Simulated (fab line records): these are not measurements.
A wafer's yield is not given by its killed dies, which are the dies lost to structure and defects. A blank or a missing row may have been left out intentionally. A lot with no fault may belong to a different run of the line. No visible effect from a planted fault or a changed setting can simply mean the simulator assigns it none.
Which tool was responsible?    flow n5-finfet    36 wafers from 12 lots sampled at 4 of the route's 1938 steps

== WHAT THE GAUGES SHOWED, per wafer ==
N5_BEOL_M2_RS_MEAS_58: measures by four-point-probe.
lot   measured      on             M2_RS (ohm/sq)
L075  day 7 05:52   film-metro-01  0.66 0.68 0.67
L078  day 7 21:26   film-metro-02  0.62 0.65 0.64
L080  day 8 07:17   film-metro-01  0.65 0.71 0.64
L082  day 8 20:56   film-metro-01  0.63 0.63 0.67
L084  day 9 09:51   film-metro-02  0.64 0.64 0.66
L086  day 9 23:35   film-metro-02  0.71 0.70 0.66
L088  day 10 07:26  film-metro-01  0.70 0.70 0.69
L090  day 10 20:20  film-metro-02  0.65 0.72 0.75
L092  day 11 08:31  film-metro-02  0.66 0.73 0.63
L076  day 12 13:56  film-metro-01  0.68 0.62 0.65
L095  day 12 18:55  film-metro-01  0.73 0.67 0.77
L096  day 13 15:19  film-metro-02  0.66 0.67 0.68

== TOOL THAT RAN EACH LOT (tool first, then ch and the chambers of the sampled wafers, then the start) ==
lot   N5_BEOL_M2_ANNEAL_93          N5_BEOL_M2_SPUTTER_94         N5_BEOL_M2_CMP_52
L075  pvd-sputter-01, day 7 04:28   pvd-sputter-01, day 7 04:36   cmp-04 ch 0,1, day 7 05:19
L078  pvd-sputter-02, day 7 20:01   pvd-sputter-02, day 7 20:10   cmp-02 ch 0,2,3, day 7 20:52
L080  pvd-sputter-01, day 8 05:53   pvd-sputter-01, day 8 06:01   cmp-02 ch 0,1,3, day 8 06:44
L082  pvd-sputter-02, day 8 19:24   pvd-sputter-02, day 8 19:32   cmp-02 ch 0,3, day 8 20:21
L084  pvd-sputter-03, day 9 08:27   pvd-sputter-03, day 9 08:35   cmp-04 ch 0,1,3, day 9 09:22
L086  pvd-sputter-02, day 9 21:52   pvd-sputter-02, day 9 22:01   cmp-02 ch 0,1,3, day 9 22:58
L088  pvd-sputter-02, day 10 06:00  pvd-sputter-02, day 10 06:08  cmp-04 ch 0,1,2, day 10 06:56
L090  pvd-sputter-01, day 10 18:56  pvd-sputter-01, day 10 19:05  cmp-02 ch 1,2,3, day 10 19:52
L092  pvd-sputter-03, day 11 07:06  pvd-sputter-03, day 11 07:14  cmp-02 ch 1,3, day 11 07:59
L076  pvd-sputter-01, day 12 12:14  pvd-sputter-01, day 12 12:22  cmp-02 ch 0,1, day 12 13:21
L095  pvd-sputter-02, day 12 17:15  pvd-sputter-02, day 12 17:23  cmp-03 ch 0,1, day 12 18:12
L096  pvd-sputter-02, day 13 13:51  pvd-sputter-02, day 13 13:59  cmp-04 ch 0,2,3, day 13 14:42
- N5_BEOL_M2_ANNEAL_93: time 240 s.
- N5_BEOL_M2_SPUTTER_94: material Cu, target thk 4.5 nm, time 8.29 s.
- N5_BEOL_M2_CMP_52: polishes, stops on SiOC, t overpolish 6.8 s, target thk 40 nm.

== THE ANSWER, worked out from the rows above alone ==
Rule: the usual values come from the lots themselves. Put in order of their means at a reading, lots are off if they are a third of the lots or fewer, leave a main group of 4 or more, and stand apart from it by a gap of 3 or more times the standard deviation of the main group's means; of several such gaps the widest counts. The tables above print the reading to a certain number of digits; a main group whose means all agree to those digits is not used. A lot without any number at a reading at which 4 lots or more have one is off too. The other lots that the step has rows for count as sound.
No lot is off at any reading shown: from this, nothing can be told.

== WHAT THE SIMULATOR HAD INSERTED ==
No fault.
